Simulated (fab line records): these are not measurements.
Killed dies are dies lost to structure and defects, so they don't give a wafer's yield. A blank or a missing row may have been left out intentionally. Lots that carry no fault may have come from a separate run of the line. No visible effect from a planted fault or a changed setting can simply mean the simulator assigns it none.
The tool behind it: which one? / flow n5 finfet / 11 lots, 33 wafers sampled, at 3 steps of a route of 1938

== WHAT EACH GAUGE READ, for each wafer ==
N5_BEOL_M5_CD_MEAS_28: target cd 30.6 nm, target cd y 20 nm. Usual: cd nm 30.64 nm, standard deviation 0.24.
lot=L476; measured=day 8 16:02; on=cd sem-03; cd nm (nm)=30.81 30.67 31.11; flag=
lot=L479; measured=day 8 17:33; on=cd sem-02; cd nm (nm)=31.04 30.72 30.68; flag=
lot=L480; measured=day 9 07:23; on=cd sem-02; cd nm (nm)=30.70 30.79 30.89; flag=
lot=L481; measured=day 9 07:53; on=cd sem-03; cd nm (nm)=30.42 30.16 30.62; flag=
lot=L482; measured=day 9 16:40; on=cd sem-03; cd nm (nm)=30.54 30.43 31.07; flag=
lot=L489; measured=day 12 02:59; on=cd sem-02; cd nm (nm)=30.79 30.87 30.40; flag=
lot=L491; measured=day 12 08:25; on=cd sem-03; cd nm (nm)=30.17 30.82 30.67; flag=
lot=L493; measured=day 12 12:53; on=cd sem-02; cd nm (nm)=30.75 30.73 30.42; flag=
lot=L497; measured=day 13 11:31; on=cd sem-01; cd nm (nm)=30.27 30.62 30.60; flag=
lot=L498; measured=day 13 21:11; on=cd sem-01; cd nm (nm)=31.07 30.83 31.08; flag=
lot=L499; measured=day 14 02:23; on=cd sem-01; cd nm (nm)=30.51 30.68 30.84; flag=

N5_BEOL_M5_INSPECT_30: inspects for defects (brightfield). Usual: raw defect count 388, standard deviation 89.
lot=L476; measured=day 8 16:07; on=defect inspect-01; raw defect count=377 493 383; flag=
lot=L479; measured=day 8 17:38; on=defect inspect-01; raw defect count=270 281 339; flag=
lot=L480; measured=day 9 07:28; on=defect inspect-02; raw defect count=361 446 383; flag=
lot=L481; measured=day 9 07:58; on=defect inspect-02; raw defect count=395 393 409; flag=
lot=L482; measured=day 9 16:44; on=defect inspect-02; raw defect count=635 650 593; flag=
lot=L489; measured=day 12 03:04; on=defect inspect-01; raw defect count=334 465 333; flag=
lot=L491; measured=day 12 08:30; on=defect inspect-01; raw defect count=376 415 301; flag=
lot=L493; measured=day 12 12:58; on=defect inspect-01; raw defect count=389 275 337; flag=
lot=L497; measured=day 13 11:37; on=defect inspect-01; raw defect count=454 258 438; flag=
lot=L498; measured=day 13 21:16; on=defect inspect-01; raw defect count=403 372 375; flag=
lot=L499; measured=day 14 02:28; on=defect inspect-01; raw defect count=337 270 262; flag=

== WHAT TOOL EACH LOT RAN ON (gives the tool, then ch and the chambers of the sampled wafers, and finally the start) ==
lot=L476; N5_BEOL_M5_COAT_74=litho track-02 ch 0, day 8 15:38
lot=L479; N5_BEOL_M5_COAT_74=litho track-05 ch 0, day 8 17:13
lot=L480; N5_BEOL_M5_COAT_74=litho track-04 ch 0, day 9 07:07
lot=L481; N5_BEOL_M5_COAT_74=litho track-02 ch 0, day 9 07:35
lot=L482; N5_BEOL_M5_COAT_74=litho track-02 ch 0, day 9 16:16
lot=L489; N5_BEOL_M5_COAT_74=litho track-04 ch 0, day 12 02:43
lot=L491; N5_BEOL_M5_COAT_74=litho track-02 ch 0, day 12 08:08
lot=L493; N5_BEOL_M5_COAT_74=litho track-02 ch 0, day 12 12:29
lot=L497; N5_BEOL_M5_COAT_74=litho track-04 ch 0, day 13 11:07
lot=L498; N5_BEOL_M5_COAT_74=litho track-05 ch 0, day 13 20:47
lot=L499; N5_BEOL_M5_COAT_74=litho track-04 ch 0, day 14 02:04
- N5_BEOL_M5_COAT_74: time 60 s, resist thk 5 nm.

== WHAT THE TOOLS THEMSELVES READ (means of the sampled wafers that have a number; where no wafer has one, the mark that the record gives instead) ==
N5_BEOL_M5_COAT_74. Usual: spin speed rpm 1499.9 rpm, standard deviation 0.94.
lot=L476; tool=litho track-02; spin speed rpm (rpm)=1498.4; flag=
lot=L479; tool=litho track-05; spin speed rpm (rpm)=1499.0; flag=
lot=L480; tool=litho track-04; spin speed rpm (rpm)=1500.6; flag=
lot=L481; tool=litho track-02; spin speed rpm (rpm)=1500.2; flag=
lot=L482; tool=litho track-02; spin speed rpm (rpm)=1499.8; flag=
lot=L489; tool=litho track-04; spin speed rpm (rpm)=1500.5; flag=
lot=L491; tool=litho track-02; spin speed rpm (rpm)=1605.8; flag=OFF
lot=L493; tool=litho track-02; spin speed rpm (rpm)=1604.1; flag=OFF
lot=L497; tool=litho track-04; spin speed rpm (rpm)=1500.0; flag=
lot=L498; tool=litho track-05; spin speed rpm (rpm)=1500.7; flag=
lot=L499; tool=litho track-04; spin speed rpm (rpm)=1499.4; flag=

== THE ANSWER, worked out from the rows above alone ==
Rule: a lot is off if the mean of its wafers that have a number lies more than 3 standard deviations from the usual mean. A lot without any number at a reading at which 4 lots or more have one is off too. All remaining lots with rows at the step are treated as sound. The gauges are gone through in route order, then the tools' own readings, and for those a lot's mean is taken as printed above. At the first step where some lot is off, the reading lying furthest off is the one used; lots without a number count as furthest.
Off, at N5_BEOL_M5_COAT_74 on spin speed rpm: L491, L493.
If a tool, at that step or one of the process steps before it, ran each lot that is off and ran no sound lot following the first of them, it fits. One fits: litho track-02 at N5_BEOL_M5_COAT_74. A fault onset in the window from L482 (day 9 16:16, its last sound lot) to L491 (day 12 08:08, its first lot off) fits.
On the lots that are off, the tool's own readings at N5_BEOL_M5_COAT_74 differ by more than 5 times the standard deviation of the sound lots' means, which bears it out; spin speed rpm reads 1604.9 rpm there versus 1499.8 rpm on the sound lots.

== WHAT WAS PUT IN BY THE SIMULATOR ==
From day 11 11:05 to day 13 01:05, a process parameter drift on litho track-02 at N5_BEOL_M5_COAT_74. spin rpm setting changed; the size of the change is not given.
Shown lots that were struck: L491, L493. The rule given above showed the same thing.
